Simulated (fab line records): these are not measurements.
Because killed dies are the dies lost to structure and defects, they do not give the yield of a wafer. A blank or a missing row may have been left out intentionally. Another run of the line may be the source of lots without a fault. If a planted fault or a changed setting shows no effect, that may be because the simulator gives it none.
fab line records	flow nandHarc
[record] lots = 13	wafers = 39	lastDay = 24
route steps=1159 shown A_CHANNEL_HOLE_D1@473 A_CHANNEL_FILL_D1@495 END@1159
lots untouched by any fault: they come from a run of this same line in which no faults occurred
startH: hours from the record's first day to the start of the lot's first wafer shown	waitH: hours elapsed since this lot's preceding step	" same as the row above	L1.1+2: a row that stands for several wafers	- no value present, or no start provided	* or withheld: withheld	< > ~ a bound
route shown NAME@n: names a module that has steps shown in the file, with the first one's number in the route	usual: the fault-free wafers' mean and standard deviation	same: alike in all rows	chamber/n: place in a boat	sites: each site's reading	_std_site: the values' standard deviation	_edge_site: outer sites' mean less inner sites'	radiusMm: for every site, how far away it sits from the centre of the wafer	mask NAME#n: copy n	behind: tool/chamber where the wafer was last shaped	hold: cause of the lot's hold/its duration in hours/its outcome	device: transistor that didn't switch, given as n, p or np	end of line: the same wafers' tests at the end of the route	a step given without rows: its recipe and nothing more	killed: count of dies lost to structure and defects at first sort (not the wafer's yield)	map: a wafer's dies, x killed, . not, _ none there
set.NAME: the run value of the setting; set.NAME@STEP: its run value at that earlier step	model.NAME: the simulator's own value behind a step, which no gauge read
steps of the route over a sample of lots; a table a step, a row a wafer
services: when a tool's chamber went out of use (startH, in hours from the record's first day, below 0 if earlier), for how many hours, and the reason
[[steps]]
[step NHARC_A_CHANNEL_HOLE_D1_ETCH_21]
[recipe] biasV = 3000	sourceW = withheld	pressureMtorr = 20	timeS = 514.3	arFlowSccm = 375	c4f8FlowSccm = 89.3	o2FlowSccm = 35.7	tempC = -20	targetDepthA = 16000	chemistry = C4F8/O2/Ar
[usual] drypumpMotorCurrentA = 5.95/0.27	showerheadPlenumPTorr = 3.78/0.06	throttleValvePct = 32.156/0.0091
lot.wafer	tool	chamber	startH	waitH	drypumpMotorCurrentA	rfHoursCounterH	showerheadPlenumPTorr	throttleValvePct
L703.4	harEtch-01	1	168.42	0.3	6.12	-	3.71	32.145
L703.5	"	1	"	"	6.13	-	3.71	32.159
L703.6	"	0	"	"	5.65	-	3.82	32.165
L705.1	harEtch-01	0	185.37	0.3	5.67	202	3.82	32.148
L705.2	"	1	"	"	6.13	202	3.71	32.159
L705.6	"	0	"	"	5.67	-	3.82	32.166
L704.2	harEtch-02	0	188.89	0.3	5.74	104	3.87	32.155
L704.4	"	0	"	"	5.75	-	3.87	32.143
L704.6	"	0	"	"	5.74	-	3.87	32.150
L706.2	harEtch-01	0	191.48	0.3	5.66	206	3.82	32.154
L706.1	"	1	"	"	6.13	206	3.71	32.172
L706.5	"	0	"	"	5.64	-	3.82	32.153
L709.2	harEtch-02	1	192.99	0.3	6.28	108	3.77	32.175
L709.3	"	1	"	"	6.25	-	3.77	32.154
L709.6	"	0	"	"	5.74	-	3.87	32.161
L708.1	harEtch-01	0	196.38	0.3	5.63	210	3.81	32.131
L708.3	"	1	"	"	6.13	-	3.71	32.157
L708.6	"	1	"	"	6.11	-	3.71	32.155
L707.2	harEtch-02	0	200.32	0.3	5.72	112	3.87	32.142
L707.3	"	1	"	"	6.29	-	3.77	32.156
L707.4	"	0	"	"	5.71	-	3.87	32.157
L715.1	harEtch-01	0	251.86	0.3	5.67	231	3.80	32.130
L715.2	"	1	"	"	6.13	231	3.69	32.153
L715.4	"	0	"	"	5.64	-	3.80	32.156
L716.1	harEtch-02	1	252.24	0.3	6.27	130	3.76	32.155
L716.4	"	0	"	"	5.75	-	3.86	32.166
L716.5	"	1	"	"	6.28	-	3.76	32.160
L717.2	harEtch-01	1	256.01	0.3	6.13	235	3.69	32.149
L717.4	"	1	"	"	6.11	-	3.69	32.151
L717.5	"	1	"	"	6.12	-	3.69	32.141
L723.2	harEtch-01	1	297.20	0.3	6.11	251	3.68	32.171
L723.3	"	0	"	"	5.67	-	3.79	32.151
L723.4	"	1	"	"	6.13	-	3.68	32.158
L724.1	harEtch-02	0	297.80	0.3	5.73	151	3.85	32.143
L724.2	"	1	"	"	6.29	151	3.75	32.146
L724.3	"	1	"	"	6.31	-	3.75	32.161
L726.1	harEtch-02	1	317.40	0.3	6.27	166	3.74	32.164
L726.3	"	1	"	"	6.30	-	3.74	32.154
L726.5	"	0	"	"	5.73	-	3.84	32.163
[step NHARC_A_CHANNEL_HOLE_D1_ETCH_26]
[recipe] biasV = 300	sourceW = 2000	pressureMtorr = 30	timeS = 224.1	arFlowSccm = 375	c4f8FlowSccm = 11.4	o2FlowSccm = 113.6	tempC = -20	targetDepthA = 3000	chemistry = C4F8/O2/Ar
[usual] drypumpMotorCurrentA = 5.95/0.26	showerheadPlenumPTorr = 3.83/0.063	throttleValvePct = 24.583/0.011
lot.wafer	tool	chamber	startH	waitH	drypumpMotorCurrentA	rfHoursCounterH	showerheadPlenumPTorr	throttleValvePct
L703.4	harEtch-01	1	171.69	0.5	6.13	-	3.76	24.596
L703.5	"	1	"	"	6.13	-	3.76	24.584
L703.6	"	0	"	"	5.64	-	3.87	24.594
L705.1	harEtch-01	0	188.71	0.7	5.65	205	3.87	24.586
L705.2	"	1	"	"	6.11	205	3.75	24.566
L705.6	"	0	"	"	5.65	-	3.87	24.597
L704.2	harEtch-02	0	192.21	0.6	5.75	107	3.93	24.596
L704.4	"	0	"	"	5.72	-	3.93	24.580
L704.6	"	0	"	"	5.75	-	3.93	24.588
L706.2	harEtch-01	0	194.82	0.7	5.67	209	3.87	24.575
L706.1	"	1	"	"	6.12	209	3.75	24.588
L706.5	"	0	"	"	5.63	-	3.87	24.594
L709.2	harEtch-02	1	196.37	0.7	6.28	111	3.82	24.578
L709.3	"	1	"	"	6.27	-	3.82	24.586
L709.6	"	0	"	"	5.72	-	3.93	24.591
L708.1	harEtch-01	0	199.74	0.7	5.65	213	3.86	24.560
L708.3	"	1	"	"	6.14	-	3.75	24.571
L708.6	"	1	"	"	6.12	-	3.75	24.590
L707.2	harEtch-02	0	203.65	0.6	5.72	115	3.92	24.574
L707.3	"	1	"	"	6.29	-	3.82	24.597
L707.4	"	0	"	"	5.74	-	3.92	24.558
L715.1	harEtch-01	0	255.20	0.7	5.65	234	3.85	24.591
L715.2	"	1	"	"	6.12	234	3.74	24.578
L715.4	"	0	"	"	5.69	-	3.85	24.584
L716.1	harEtch-02	1	255.59	0.7	6.27	134	3.81	24.594
L716.4	"	0	"	"	5.74	-	3.91	24.586
L716.5	"	1	"	"	6.27	-	3.81	24.591
L717.2	harEtch-01	1	259.36	0.7	6.13	238	3.74	24.579
L717.4	"	1	"	"	6.11	-	3.74	24.582
L717.5	"	1	"	"	6.13	-	3.74	24.571
L723.2	harEtch-01	1	300.52	0.6	6.10	254	3.73	24.588
L723.3	"	0	"	"	5.67	-	3.84	24.593
L723.4	"	1	"	"	6.11	-	3.73	24.581
L724.1	harEtch-02	0	301.14	0.7	5.74	154	3.90	24.592
L724.2	"	1	"	"	6.27	154	3.80	24.584
L724.3	"	1	"	"	6.28	-	3.79	24.558
L726.1	harEtch-02	1	320.72	0.7	6.29	169	3.79	24.564
L726.3	"	1	"	"	6.27	-	3.79	24.594
L726.5	"	0	"	"	5.73	-	3.89	24.587
[step NHARC_A_CHANNEL_HOLE_D1_CD_MEAS_30]
[usual] cdNm = 90.6/0.96
lot.wafer	tool	chamber	startH	waitH	cdNm
L703.4	cdSem-02	-	173.37	-	89.2
L703.5	"	-	"	"	90.4
L703.6	"	-	"	"	90.6
L705.1	cdSem-01	-	190.45	-	89.3
L705.2	"	-	"	"	89.2
L705.6	"	-	"	"	90.5
L704.2	cdSem-03	-	193.92	-	90.7
L704.4	"	-	"	"	88.5
L704.6	"	-	"	"	88.1
L706.1	cdSem-01	-	196.56	-	89.3
L706.2	"	-	"	"	91.2
L706.5	"	-	"	"	89.5
L709.2	cdSem-03	-	198.13	-	91.1
L709.3	"	-	"	"	90.9
L709.6	"	-	"	"	91.6
L708.1	cdSem-03	-	201.55	-	90.3
L708.3	"	-	"	"	91.2
L708.6	"	-	"	"	90.5
L707.2	cdSem-02	-	205.38	-	91.7
L707.3	"	-	"	"	91.9
L707.4	"	-	"	"	91.3
L715.1	cdSem-01	-	256.96	-	91.3
L715.2	"	-	"	"	91.3
L715.4	"	-	"	"	91.8
L716.1	cdSem-01	-	257.36	-	90.5
L716.4	"	-	"	"	90.2
L716.5	"	-	"	"	90.0
L717.2	cdSem-03	-	261.11	-	90.1
L717.4	"	-	"	"	90.4
L717.5	"	-	"	"	90.7
L723.2	cdSem-02	-	302.25	-	91.3
L723.3	"	-	"	"	91.9
L723.4	"	-	"	"	90.4
L724.1	cdSem-01	-	302.99	-	91.0
L724.2	"	-	"	"	90.8
L724.3	"	-	"	"	91.4
L726.1	cdSem-02	-	322.47	-	91.1
L726.3	"	-	"	"	90.8
L726.5	"	-	"	"	92.9
[step NHARC_A_CHANNEL_FILL_D1_ALD_15]
[recipe] targetThkA = 20	pulseTimeS = 60	aldCycles = 19	tempC = 630	pressureTorr = 2	material = SiNx
[usual] aldCycles = 19/0	precursorPulseHeightRel = 1.000/0.02
lot.wafer	tool	chamber	startH	waitH	aldCycles	precursorPulseHeightRel
L703.4	aldSinBatch-02	0	183.94	-	19	1.005
L703.5	"	0	"	"	19	1.015
L703.6	"	0	"	"	19	0.991
L705.1	aldSinBatch-01	0	201.39	-	19	0.986
L705.2	"	0	"	"	19	1.034
L705.6	"	0	"	"	19	0.968
L704.2	aldSinBatch-01	0	204.49	-	19	0.975
L704.4	"	0	"	"	19	1.002
L704.6	"	0	"	"	19	1.032
L706.1	aldSinBatch-01	0	204.49	-	19	0.999
L706.2	"	0	"	"	19	0.972
L706.5	"	0	"	"	19	0.995
L709.2	aldSinBatch-02	0	208.66	-	19	1.041
L709.3	"	0	"	"	19	1.058
L709.6	"	0	"	"	19	0.990
L708.1	aldSinBatch-03	0	212.05	-	19	1.022
L708.3	"	0	"	"	19	0.974
L708.6	"	0	"	"	19	1.028
L707.2	aldSinBatch-03	0	216.48	-	19	0.989
L707.3	"	0	"	"	19	0.986
L707.4	"	0	"	"	19	0.991
L715.1	aldSinBatch-02	0	267.58	-	24	1.030
L715.2	"	0	"	"	24	0.998
L715.4	"	0	"	"	24	0.983
L716.1	aldSinBatch-02	0	267.58	-	24	1.022
L716.4	"	0	"	"	24	0.990
L716.5	"	0	"	"	24	1.009
L717.2	aldSinBatch-03	0	271.59	-	19	1.032
L717.4	"	0	"	"	19	1.009
L717.5	"	0	"	"	19	0.983
L723.2	aldSinBatch-01	0	312.78	-	19	1.016
L723.3	"	0	"	"	19	1.007
L723.4	"	0	"	"	19	0.992
L724.1	aldSinBatch-01	0	312.78	-	19	0.970
L724.2	"	0	"	"	19	0.982
L724.3	"	0	"	"	19	0.969
L726.1	aldSinBatch-01	0	332.96	-	19	1.008
L726.3	"	0	"	"	19	0.997
L726.5	"	0	"	"	19	1.001
[step NHARC_END_SORT_01]
[recipe] tempC = 25
[usual] killedAtArray = 28/12	killedAtOther = 0.8/1.1	killedAtPeriphery = 3.6/2.3	killedDies = 32/12	killedOpen = 3.4/1.9	killedShort = 2.0/1.3
[same] grossDies = 677
lot.wafer	tool	chamber	startH	waitH	killedAtArray	killedAtOther	killedAtPeriphery	killedDies	killedOpen	killedShort
L708.1	prober-01	0	456.56	2.5	27	0	4	31	5	2
L708.3	prober-01	0	458.15	3.1	27	0	3	30	4	4
L708.6	prober-01	0	460.53	4.0	25	0	0	25	3	1
L716.1	prober-02	0	504.02	2.5	18	0	5	23	3	2
L716.4	prober-02	0	506.42	3.4	11	1	5	17	2	1
L716.5	prober-02	0	507.22	3.7	9	0	8	17	1	2
L717.2	prober-01	0	504.83	2.8	49	0	8	57	7	2
L717.4	prober-01	0	506.45	3.4	55	0	5	60	4	1
L717.5	prober-01	0	507.25	3.7	62	0	9	71	8	5
L715.1	prober-02	0	511.85	2.5	18	0	6	24	0	1
L715.2	prober-02	0	512.65	2.8	25	5	3	33	2	1
L715.4	prober-02	0	514.25	3.4	22	2	8	32	5	3
// killed by level:class
L708.1 A_CHANNEL_HOLE_D1:chamberFilmFlake=20 A_CONTACT:geometricParticle:open=2 A_ONON_D1:geometricParticle:short=1 P_M0:geometricParticle:short=1 P_M0:geometricParticle:open=1 A_SGD_CUT:geometricParticle:open=1 A_BLC:geometricParticle:open=1 P_STI:chamberFilmFlake=1
L708.3 A_CHANNEL_HOLE_D1:chamberFilmFlake=17 A_CONTACT:chamberFilmFlake=5 P_CONTACT:geometricParticle:short=1 P_M0:geometricParticle:short=1 P_M2:geometricParticle:open=1 A_ONON_D1:geometricParticle:short=1 A_CHANNEL_FILL_D1:geometricParticle:open=1 A_WL_FILL:geometricParticle:short=1
L708.6 A_CHANNEL_HOLE_D1:chamberFilmFlake=14 A_CONTACT:chamberFilmFlake=5 A_STAIRCASE:chamberFilmFlake=2 A_ONON_D1:geometricParticle:open=1 A_CHANNEL_FILL_D1:geometricParticle:open=1 A_WL_FILL:geometricParticle:open=1 A_M0:geometricParticle:short=1
L716.1 A_STAIRCASE:chamberFilmFlake=6 P_GATE:chamberFilmFlake=4 A_CONTACT:geometricParticle:open=3 A_CHANNEL_HOLE_D1:chamberFilmFlake=3 A_WL_FILL:chamberFilmFlake=2 A_CONTACT:chamberFilmFlake=2 A_SOURCE_PLATE:geometricParticle:short=1 A_WL_FILL:geometricParticle:short=1
L717.2 A_CHANNEL_HOLE_D1:chamberFilmFlake=21 A_SLIT:chamberFilmFlake=10 A_CONTACT:chamberFilmFlake=5 P_M1:chamberFilmFlake=3 A_BLC:geometricParticle:open=2 P_GATE:chamberFilmFlake=2 A_CHANNEL_FILL_D1:chamberFilmFlake=2 A_STAIRCASE:chamberFilmFlake=2
L716.4 A_CHANNEL_HOLE_D1:chamberFilmFlake=5 P_BONDPAD:chamberFilmFlake=3 A_CONTACT:geometricParticle:open=2 P_GATE:chamberFilmFlake=2 A_STAIRCASE:chamberFilmFlake=2 A_M0:geometricParticle:short=1 A_CONTACT:chamberFilmFlake=1 THIN_TSV:chamberFilmFlake=1
L717.4 A_SLIT:chamberFilmFlake=18 A_CHANNEL_HOLE_D1:chamberFilmFlake=18 A_STAIRCASE:chamberFilmFlake=7 A_CONTACT:chamberFilmFlake=7 P_M1:chamberFilmFlake=2 P_M0:geometricParticle:open=1 P_M1:geometricParticle:open=1 A_ONON_D1:geometricParticle:open=1
L716.5 A_CHANNEL_HOLE_D1:chamberFilmFlake=5 P_GATE:chamberFilmFlake=3 A_WL_FILL:chamberFilmFlake=2 P_CONTACT:geometricParticle:short=1 P_M0:geometricParticle:open=1 A_CONTACT:geometricParticle:short=1 P_ZERO_WELL:chamberFilmFlake=1 P_M1:chamberFilmFlake=1
L717.5 A_CHANNEL_HOLE_D1:chamberFilmFlake=17 A_SLIT:chamberFilmFlake=17 A_CONTACT:chamberFilmFlake=9 P_M1:chamberFilmFlake=4 A_WL_FILL:chamberFilmFlake=4 A_WL_FILL:geometricParticle:open=3 A_STAIRCASE:chamberFilmFlake=3 P_M0:geometricParticle:short=1
L715.1 A_CHANNEL_HOLE_D1:chamberFilmFlake=13 P_GATE:chamberFilmFlake=3 P_M1:chamberFilmFlake=2 A_CONTACT:chamberFilmFlake=2 A_WL_FILL:geometricParticle:short=1 P_BONDPAD:chamberFilmFlake=1 A_STAIRCASE:chamberFilmFlake=1 A_M1:chamberFilmFlake=1
L715.2 A_CHANNEL_HOLE_D1:chamberFilmFlake=16 THIN_TSV:chamberFilmFlake=5 A_STAIRCASE:chamberFilmFlake=2 A_CONTACT:chamberFilmFlake=2 A_SOURCE_PLATE:geometricParticle:short=1 A_M1:geometricParticle:open=1 A_BONDPAD:geometricParticle:open=1 P_ZERO_WELL:chamberFilmFlake=1
L715.4 A_CHANNEL_HOLE_D1:chamberFilmFlake=13 P_CONTACT:geometricParticle:open=3 P_M1:chamberFilmFlake=2 A_STAIRCASE:chamberFilmFlake=2 A_CONTACT:chamberFilmFlake=2 THIN_TSV:chamberFilmFlake=2 P_CONTACT:geometricParticle:short=1 A_CHANNEL_HOLE_D1:geometricParticle:open=1
[[services]]
tool	chamber	startH	hours	kind
aldSinBatch-02	-	216.23	2.5	repair
harEtch-01	-	305.00	17.0	pm
harEtch-01	0	305.00	17.0	ventCycle
harEtch-01	1	305.00	17.0	ventCycle
aldSinBatch-03	-	314.00	26.0	pm
harEtch-01	0	322.00	-	clean
harEtch-01	0	322.00	-	consumableReplace:focusRing
harEtch-01	1	322.00	-	clean
harEtch-01	1	322.00	-	consumableReplace:focusRing
[[key]]
[firstSign] step = NHARC_A_CHANNEL_FILL_D1_ALD_15	reading = aldCycles	direction = up	sigmas = 99+	usual = 19	struck = 24
effect none on later readings
metAt NHARC_A_CHANNEL_FILL_D1_ALD_15
struckLots L715,L716
testerLeftOut L715,L716
notActingAt NHARC_A_CHANNEL_HOLE_D1_ETCH_21,NHARC_A_CHANNEL_HOLE_D1_ETCH_26,NHARC_A_CHANNEL_HOLE_D1_CD_MEAS_30
onsetBetween 208.66 267.58
[fault] kind = processParameterDrift	tool = aldSinBatch-02	chamber = -	onsetH = 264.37	steps = NHARC_A_CHANNEL_FILL_D1_ALD_15	channel = aldCycles	offset = 5	shape = step	endH = 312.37	actsIn = theseRecipesOnly	stated = 19
// testerLeftOut: of these lots the tester's yield and bins aren't shown, on N5 and GAA mostly nor the transistor test; their killed dies are dies lost to structure and defects alone, not to doping, threshold or leakage, so they don't give the yield
